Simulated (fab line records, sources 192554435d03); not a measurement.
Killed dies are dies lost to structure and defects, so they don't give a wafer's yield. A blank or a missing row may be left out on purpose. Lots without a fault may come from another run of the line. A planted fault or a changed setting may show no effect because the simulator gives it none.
Which tool did it? | flow n5_finfet | 11 lots, 32 wafers sampled, at 1 step of a route of 1938

WHAT THE GAUGES READ, wafer by wafer
N5_BEOL_M1_THK_MEAS_01.
lot  | measured     | on            | M1_ILD_THK (nm)
L671 | day 6 01:17  | film_metro-02 | 81.6 81.4 78.8
L676 | day 7 08:00  | film_metro-01 | 77.3 79.1 79.5
L678 | day 7 22:47  | film_metro-02 | 78.4 79.3 79.5
L683 | day 9 01:32  | film_metro-02 | 78.6 79.8 80.9
L686 | day 9 21:05  | film_metro-02 | 78.2 79.0 80.4
L690 | day 10 12:17 | film_metro-01 | 79.2 78.9 80.2
L689 | day 10 12:40 | film_metro-01 | 78.5 79.0 79.4
L691 | day 11 04:57 | film_metro-01 | 79.1 78.5 79.6
L692 | day 11 11:31 | film_metro-01 | 77.2 77.9
L693 | day 11 11:59 | film_metro-01 | 78.4 76.5 76.9
L694 | day 12 00:08 | film_metro-01 | 79.0 80.5 78.9

WHICH TOOL RAN EACH LOT (tool, then ch and the chambers of the sampled wafers, then the start)
The record holds no process step before these readings.

THE ANSWER, worked out from the rows above alone
Rule: what is usual is taken from the lots themselves. Put in order of their means at a reading, lots are off if they are a third of the lots or fewer, leave a main group of 4 or more, and stand apart from it by a gap of 3 or more times the standard deviation of the main group's means; of several such gaps the widest counts. A main group whose means are all the same, to the digits that the tables above print for the reading, isn't used. A lot without any number at a reading at which 4 lots or more have one is off too. The other lots that the step has rows for count as sound.
No lot is off at any reading shown: from this, nothing can be told.

WHAT THE SIMULATOR HAD PUT IN
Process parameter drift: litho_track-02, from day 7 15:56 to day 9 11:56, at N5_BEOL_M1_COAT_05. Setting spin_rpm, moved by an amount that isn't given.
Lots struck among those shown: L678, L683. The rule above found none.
